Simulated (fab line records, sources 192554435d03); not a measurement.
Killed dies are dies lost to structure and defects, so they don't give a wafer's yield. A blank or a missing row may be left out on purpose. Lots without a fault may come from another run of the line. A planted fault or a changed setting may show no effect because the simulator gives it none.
A struck lot beside a sound one | flow n5_finfet | 21 steps out of a route of 1938
Sound: wafers L649.1, L649.2, L649.4. Struck: wafers L645.3, L645.5, L645.6. The cause comes at the end.
At each step with rows: each side's tool, then ch and its chambers, then its first start. Under that, the readings that differ: sound wafers | struck wafers | difference of the means | sigmas: that difference in standard deviations of wafers without a fault.
alike: readings whose means differ by less than 2 such deviations, and words and numbers that are the same on both sides. not compared: withheld readings, readings that some wafer has no value for, bounds like >300 that may hide the same value, and numbers for which the record gives no deviation and whose values overlap.
The two part at a step that has a row with sigmas, a row that says differs or no value, or rows on one side only. Numbers that don't overlap but have no deviation are shown without sigmas and don't part them. A reading that every wafer of one side lacks parts them only if that side has two wafers or more.

first, 8 steps without rows for these wafers: N5_BEOL_M7_DESCUM_16 (chemistry O2, time 7.9 s); N5_BEOL_M7_ETCH_61 (etches SiARC in CF4, target depth 45.5 nm, time 75.8 s); N5_BEOL_M7_ETCH_62 (etches SOC in N2/H2, target depth 110 nm, overetch 22 nm, time 165 s); N5_BEOL_M7_STRIP_68 (strips in N2/H2); N5_BEOL_M7_STRIP_67 (strips in CF4); N5_BEOL_M7_HM_OPEN_17 (chemistry Cl2/BCl3, target TiN, target depth 20 nm, overetch 6 nm); N5_BEOL_M7_STRIP_19 (strips in O2); N5_BEOL_M7_COAT_63 (time 60 s, resist thk 60 nm).
N5_BEOL_M7_COAT_64: time 60 s, resist thk 12 nm.
  sound on litho_track-04 ch 0, day 13 13:52; struck on litho_track-03 ch 0, day 12 09:58
  reading                                    | sound                | struck               | difference | sigmas
  dispense_pressure_kPa (kPa)                | 55 55 55             | 46 46 46             | -9         | -3
  spin_speed_rpm (rpm)                       | 1499.6 1500.6 1499.6 | 1422.2 1420.8 1421.3 | -78.5      | -78
  model.SiARC_of_BEOL_M7_COAT_64.thk_nm (nm) | 12 12 12             | 12.4 12.4 12.4       | +0.4       |
  alike: plate_temp_C
then, 9 steps without rows for these wafers: N5_BEOL_M7_COAT_71 (time 60 s, resist thk 5 nm); N5_BEOL_M7_COAT_22 (resist thk 30 nm); N5_BEOL_M7_EBR_24; N5_BEOL_M7_SOFTBAKE_23 (time 60 s); N5_BEOL_M7_EXPOSE_25 (exposes mask V6, target cd 40 nm); N5_BEOL_M7_PEB_26 (peb time 60 s); N5_BEOL_M7_DEVELOP_27 (develop time 30 s); N5_BEOL_M7_DESCUM_33 (chemistry O2, time 7 s); N5_BEOL_M7_ETCH_72 (etches underlayer in N2/H2, target depth 6.5 nm, time 5.2 s).
N5_BEOL_M7_ETCH_65: etches SiARC in CF4, target depth 15.6 nm, time 26 s.
  sound on rie_diel-06 ch 0,1,3, day 13 14:26; struck on rie_diel-06 ch 2,3, day 12 11:16
  reading                  | sound          | struck           | difference                    | sigmas
  rf_hours_counter_h (h)   | 6 239 105      | - - -            | no value on the struck wafers |
  model.etch.depth_nm (nm) | 12 12.02 12.03 | 12.4 12.36 12.34 | +0.4                          |
  alike: bias_w, drypump_motor_current_A, etch_rf_on_time_s, oes_product_au, rf_vpp_V, showerhead_plenum_p_Torr, throttle_valve_pct
N5_BEOL_M7_ETCH_66: etches SOC in N2/H2, target depth 80 nm, overetch 16 nm, time 120 s.
  sound on rie_diel-06 ch 0,1,3, day 13 14:27; struck on rie_diel-06 ch 2,3, day 12 11:20
  reading                                    | sound       | struck    | difference                    | sigmas
  rf_hours_counter_h (h)                     | 6 239 105   | - - -     | no value on the struck wafers |
  model.SiARC_of_BEOL_M7_COAT_64.thk_nm (nm) | 6.4 6.4 6.4 | 7 6.8 6.6 | +0                            |
  alike: bias_w, drypump_motor_current_A, oes_product_au, rf_vpp_V, showerhead_plenum_p_Torr, throttle_valve_pct
then, 1 step without rows for these wafers: N5_BEOL_M7_STRIP_69 (strips in N2/H2).

WHERE THEY PART
First at N5_BEOL_M7_COAT_64; last, within this record, at N5_BEOL_M7_ETCH_66.

WHY: what the simulator had put in
Process parameter drift: litho_track-03, from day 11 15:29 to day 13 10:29, at N5_BEOL_M7_COAT_64. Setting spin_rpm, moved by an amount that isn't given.
